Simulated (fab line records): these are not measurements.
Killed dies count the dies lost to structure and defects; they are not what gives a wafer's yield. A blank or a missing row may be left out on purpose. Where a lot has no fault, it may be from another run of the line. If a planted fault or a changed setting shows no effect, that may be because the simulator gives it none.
Struck lot and sound lot, side by side :: flow n5Finfet :: 37 out of 1938 route steps
Sound: wafers L126.1, L126.3, L126.4. Struck: wafers L133.3, L133.4, L133.5. The cause is named last.
At each step with rows: each side's tool, then ch and its chambers, then its first start. Under that, the readings that differ: sound wafers :: struck wafers :: difference of the means :: sigmas: that difference in standard deviations of wafers without a fault.
alike: words and numbers the same on both sides, and readings whose means are apart by under 2 such deviations; not compared: readings that were withheld, readings missing a value for some wafer, numbers with overlapping values and no deviation given by the record, and bounds like >300 which may hide the same value.
The two part at a step that has a row with sigmas, a row that says differs or no value, or rows on one side only. When numbers do not overlap yet have no deviation, they are printed without sigmas and do not part them. A reading missing from all wafers of one side parts the sides only when that side holds two or more wafers.

first, 11 steps without rows for these wafers: N5_SDB_DESCUM_16 (chemistry O2, time 7.9 s); N5_SDB_ETCH_17 (etches SiARC in CF4, target depth 23.4 nm, time 39 s); N5_SDB_ETCH_18 (etches SOC in N2/H2, target depth 100 nm, overetch 20 nm, time 150 s); N5_SDB_STRIP_19 (strips in N2/H2); N5_SDB_STRIP_21 (strips in CF4); N5_SDB_HM_OPEN_20 (chemistry CH3F/O2, target SiNx, stops on poly-Si, target depth 24 nm); N5_SDB_STRIP_22 (strips in N2/H2); N5_SDB_PRECLEAN_23 (cleans in dHF, time 30 s); N5_SDB_DUMMY_REMOVE_24 (chemistry TMAH, target poly-Si, stops on SiO2, target depth 142 nm, time 57 s, rinse time 30 s); N5_SDB_ETCH_25 (etches SiO2 in C4F6/O2, target depth 10 nm, time 3.3 s); N5_SDB_CUT_ETCH_26 (etches Si in HBr/Cl2/O2, target depth 129.6 nm, bt time 20 s, time 51.8 s).
N5_SDB_PRECLEAN_38: cleans in dHF, time 10 s.
  sound on wetBench-03 ch 0,4,6, day 6 02:49; struck on wetBench-03 ch 1,2,3, day 8 00:08
  alike: bathHeatDutyPct
then, 24 steps without rows for these wafers: N5_SDB_PRECLEAN_39 (cleans in O3/DIW, time 45 s); N5_SDB_SRD_28 (time 30 s); N5_SDB_ALD_29 (deposits SiNx, target thk 30 nm, pulse time 1 s, ald cycles 600); N5_SDB_CMP_30 (polishes, stops on poly-Si, t overpolish 1.54 s, target thk 30 nm); N5_DUMMY_REMOVAL_HM_STRIP_01 (strips SiNx in CH3F/O2, stops on poly-Si, target depth 4 nm, time 6.8 s); N5_DUMMY_REMOVAL_STRIP_10 (strips in N2/H2, time 40 s); N5_DUMMY_REMOVAL_PRECLEAN_07 (cleans in dHF, time 30 s); N5_DUMMY_REMOVAL_DUMMY_REMOVE_02 (chemistry TMAH, target poly-Si, stops on SiO2, target depth 142 nm, time 57 s, rinse time 30 s); N5_DUMMY_REMOVAL_PRECLEAN_08 (cleans in NF3:NH3, afs cycles 2, time 20 s, sublimation time 60 s); N5_DUMMY_REMOVAL_PRECLEAN_04 (cleans in DHF, time 37 s); N5_DUMMY_REMOVAL_SRD_05 (time 30 s); N5_HKMG_FIN_IL_REGROW_00 (material SiO2, chemistry O3, target thk 0.75 nm, time 30 s); N5_HKMG_FIN_HK_ALD_01 (deposits HfO2, target thk 1.6 nm, pulse time 3 s, purge time 3 s); N5_HKMG_FIN_HK_ANNEAL_02 (time 30 s); N5_HKMG_FIN_ALD_74 (deposits La2O3, target thk 0.5 nm, pulse time 6 s, co reactant pulse time 1 s); N5_HKMG_FIN_ALD_75 (deposits Al2O3, target thk 1 nm, co reactant pulse time 1 s); N5_HKMG_FIN_COAT_41 (time 60 s, resist thk 300 nm); N5_HKMG_FIN_COAT_42 (time 60 s, resist thk 35 nm); N5_HKMG_FIN_COAT_43 (resist thk 90 nm); N5_HKMG_FIN_EBR_45; N5_HKMG_FIN_SOFTBAKE_44 (time 60 s); N5_HKMG_FIN_EXPOSE_46 (exposes mask NDIPOLE); N5_HKMG_FIN_PEB_47 (peb time 60 s); N5_HKMG_FIN_DEVELOP_48 (develop time 30 s).
-- here the record skips 8 days between the struck wafers' starts before and after, leaving off in module HKMG_FIN and picking up in module PASSIVATION (first step shown: number 1936 of the route) --
N5_PASSIVATION_PROBE_49:
  sound on prober-01, day 15 07:52; struck on prober-02, day 16 10:23
reading: defectLimitedYield (%)
sound: 91.5 92.3 92.9
struck: 84.2 82.8 83.6
difference: -8.7
sigmas: -5

reading: killedAtFrontEnd
sound: 19 14 23
struck: 113 153 154
difference: +121
sigmas: +10

reading: killedDies
sound: 100 91 84
struck: 187 203 194
difference: +103
sigmas: +5

reading: killedOnRim
sound: 10 12 5
struck: 32 13 32
difference: +17
sigmas: +4

reading: sort_bin_5_function (%)
sound: 4.7 4.2 4.3
struck: 9.8 11.7 11.4
difference: +6.6
sigmas: +7

reading: sortNPass
sound: 1080 1089 1096
struck: 993 977 986
difference: -103
sigmas: -5

reading: sortYieldPct (%)
sound: 91.5 92.3 92.9
struck: 84.2 82.8 83.6
difference: -8.7
sigmas: -5
  alike: killed_at_M0_to_M3, killed_at_M4_up, killedAtContacts, killedAtOther, killedOpen, killedShort, sort_bin_6_memory

## WHERE THEY PART
Within this record, at N5_PASSIVATION_PROBE_49 only.

WHY: what the simulator had put in
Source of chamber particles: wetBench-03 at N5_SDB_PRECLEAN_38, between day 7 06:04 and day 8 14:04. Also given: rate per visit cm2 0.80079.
